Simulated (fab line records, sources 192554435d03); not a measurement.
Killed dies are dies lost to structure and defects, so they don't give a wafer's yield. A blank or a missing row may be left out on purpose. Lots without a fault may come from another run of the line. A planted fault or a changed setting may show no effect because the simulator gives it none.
Chamber matching | flow n5_finfet | N5_BEOL_M3_STRIP_36 on rie_diel-04: 4 sister chambers
The step strips in N2/H2. 16 wafers are shown with their chamber, then 8 later ones without.

WAFERS WITH THEIR CHAMBER
wafer  | chamber | throttle_valve_pct (%) | showerhead_plenum_p_Torr (Torr) | drypump_motor_current_A (A)
L074.1 | 3       | 23.80                  | 2.63                            | 4.9
L074.3 | 2       | 23.39                  | 2.41                            | 5.1
L074.5 | 1       | 24.20                  | 2.64                            | 4.9
L080.1 | 1       | 24.21                  | 2.63                            | 4.9
L080.3 | 0       | 23.37                  | 2.54                            | 5.3
L080.5 | 0       | 23.37                  | 2.55                            | 5.3
L082.1 | 2       | 23.42                  | 2.40                            | 5.1
L082.4 | 0       | 23.37                  | 2.54                            | 5.3
L082.5 | 0       | 23.39                  | 2.54                            | 5.3
L085.2 | 1       | 24.21                  | 2.63                            | 4.9
L085.5 | 3       | 23.79                  | 2.62                            | 4.9
L085.6 | 0       | 23.41                  | 2.54                            | 5.3
L086.1 | 1       | 24.23                  | 2.63                            | 4.9
L086.3 | 0       | 23.37                  | 2.54                            | 5.3
L086.5 | 1       | 24.21                  | 2.63                            | 5.0
L089.1 | 0       | 23.40                  | 2.54                            | 5.3

SIGNATURES (means of the wafers above)
reading                  | chamber 0 | chamber 1 | chamber 2 | chamber 3 | scatter within a chamber
throttle_valve_pct       | 23.3829   | 24.2120   | 23.4050   | 23.7950   | 0.0151
showerhead_plenum_p_Torr | 2.5414    | 2.6320    | 2.4050    | 2.6250    | 0.00471
drypump_motor_current_A  | 5.300     | 4.920     | 5.100     | 4.900     | 0.0258
Rule: a wafer's distance from a chamber is the root of the sum, over the readings, of the square of ((its reading less the chamber's mean) divided by the reading's scatter). The wafer belongs to the nearest chamber; if the next one is less than 2 further off, it can't be placed. The scatter: the root of (the sum of the squares of (reading less its chamber's mean) over the shown wafers, divided by (wafers less chambers)).

WAFERS WITHOUT THEIR CHAMBER
wafer  | throttle_valve_pct (%) | showerhead_plenum_p_Torr (Torr) | drypump_motor_current_A (A)
L089.4 | 23.45                  | 2.40                            | 5.1
L089.6 | 23.77                  | 2.62                            | 4.9
L091.2 | 24.24                  | 2.63                            | 4.9
L091.5 | 23.42                  | 2.54                            | 5.3
L091.6 | 24.19                  | 2.63                            | 4.9
L095.2 | 23.83                  | 2.61                            | 4.9
L095.5 | 23.81                  | 2.62                            | 4.9
L095.6 | 23.40                  | 2.53                            | 5.3

WHICH CHAMBER EACH WENT THROUGH
wafer  | from the rows above | in truth
L089.4 | 2                   | 2
L089.6 | 3                   | 3
L091.2 | 1                   | 1
L091.5 | 0                   | 0
L091.6 | 1                   | 1
L095.2 | 3                   | 3
L095.5 | 3                   | 3
L095.6 | 0                   | 0
Placed correctly: 8 of 8. Can't be placed from these rows: 0. Placed wrongly: 0.
